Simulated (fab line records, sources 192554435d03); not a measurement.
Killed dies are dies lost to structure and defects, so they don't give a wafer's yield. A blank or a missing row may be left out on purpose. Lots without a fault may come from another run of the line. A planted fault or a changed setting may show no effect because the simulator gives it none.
Chamber matching | flow n5_finfet | N5_BEOL_M3_ETCH_64 on rie_diel-04: 4 sister chambers
The step etches SOC in N2/H2, target depth 75 nm, overetch 15 nm, time 112.5 s. 22 wafers are shown with their chamber, then 11 later ones without.

WAFERS WITH THEIR CHAMBER
wafer  | chamber | throttle_valve_pct (%) | drypump_motor_current_A (A) | showerhead_plenum_p_Torr (Torr)
L074.3 | 0       | 18.21                  | 5.9                         | 2.55
L074.4 | 1       | 17.74                  | 5.3                         | 2.52
L074.6 | 1       | 17.74                  | 5.2                         | 2.52
L075.1 | 1       | 17.77                  | 5.3                         | 2.51
L075.3 | 3       | 17.79                  | 5.1                         | 2.49
L075.5 | 2       | 18.46                  | 5.7                         | 2.42
L079.1 | 0       | 18.23                  | 5.9                         | 2.55
L079.4 | 2       | 18.46                  | 5.7                         | 2.42
L079.6 | 1       | 17.77                  | 5.3                         | 2.51
L083.1 | 2       | 18.46                  | 5.7                         | 2.42
L083.4 | 0       | 18.23                  | 5.9                         | 2.55
L083.6 | 1       | 17.77                  | 5.3                         | 2.51
L084.1 | 0       | 18.24                  | 5.9                         | 2.54
L084.4 | 1       | 17.78                  | 5.2                         | 2.51
L084.6 | 2       | 18.48                  | 5.7                         | 2.42
L086.2 | 1       | 17.78                  | 5.2                         | 2.50
L086.3 | 2       | 18.49                  | 5.7                         | 2.42
L086.4 | 3       | 17.81                  | 5.2                         | 2.48
L090.1 | 1       | 17.79                  | 5.3                         | 2.50
L090.3 | 2       | 18.48                  | 5.7                         | 2.42
L090.6 | 1       | 17.77                  | 5.3                         | 2.50
L088.1 | 1       | 17.78                  | 5.3                         | 2.50

SIGNATURES (means of the wafers above)
reading                  | chamber 0 | chamber 1 | chamber 2 | chamber 3 | scatter within a chamber
throttle_valve_pct       | 18.2275   | 17.7690   | 18.4717   | 17.8000   | 0.015
drypump_motor_current_A  | 5.900     | 5.270     | 5.700     | 5.150     | 0.038
showerhead_plenum_p_Torr | 2.5475    | 2.5080    | 2.4200    | 2.4850    | 0.00617
Rule: a wafer's distance from a chamber is the root of the sum, over the readings, of the square of ((its reading less the chamber's mean) divided by the reading's scatter). The wafer belongs to the nearest chamber; if the next one is less than 2 further off, it can't be placed. The scatter: the root of (the sum of the squares of (reading less its chamber's mean) over the shown wafers, divided by (wafers less chambers)).

WAFERS WITHOUT THEIR CHAMBER
wafer  | throttle_valve_pct (%) | drypump_motor_current_A (A) | showerhead_plenum_p_Torr (Torr)
L088.4 | 18.47                  | 5.7                         | 2.42
L088.5 | 17.79                  | 5.3                         | 2.50
L094.3 | 18.13                  | 5.7                         | 2.73
L094.4 | 18.14                  | 5.7                         | 2.73
L094.6 | 17.82                  | 5.3                         | 2.50
L095.2 | 18.13                  | 5.7                         | 2.73
L095.5 | 18.13                  | 5.7                         | 2.73
L095.6 | 17.86                  | 5.1                         | 2.47
L097.2 | 17.85                  | 5.2                         | 2.50
L097.3 | 18.13                  | 5.7                         | 2.73
L097.5 | 17.82                  | 5.2                         | 2.49

WHICH CHAMBER EACH WENT THROUGH
wafer  | from the rows above     | in truth
L088.4 | 2                       | 2
L088.5 | 1                       | 1
L094.3 | 0                       | 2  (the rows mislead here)
L094.4 | 0                       | 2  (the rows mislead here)
L094.6 | can't be placed: 1 or 3 | 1
L095.2 | 0                       | 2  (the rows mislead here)
L095.5 | 0                       | 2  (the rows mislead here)
L095.6 | 3                       | 3
L097.2 | can't be placed: 3 or 1 | 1
L097.3 | 0                       | 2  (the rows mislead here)
L097.5 | 3                       | 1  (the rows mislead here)
Placed correctly: 3 of 11. Can't be placed from these rows: 2 (the true chamber is among the candidates in 2). Placed wrongly: 6.
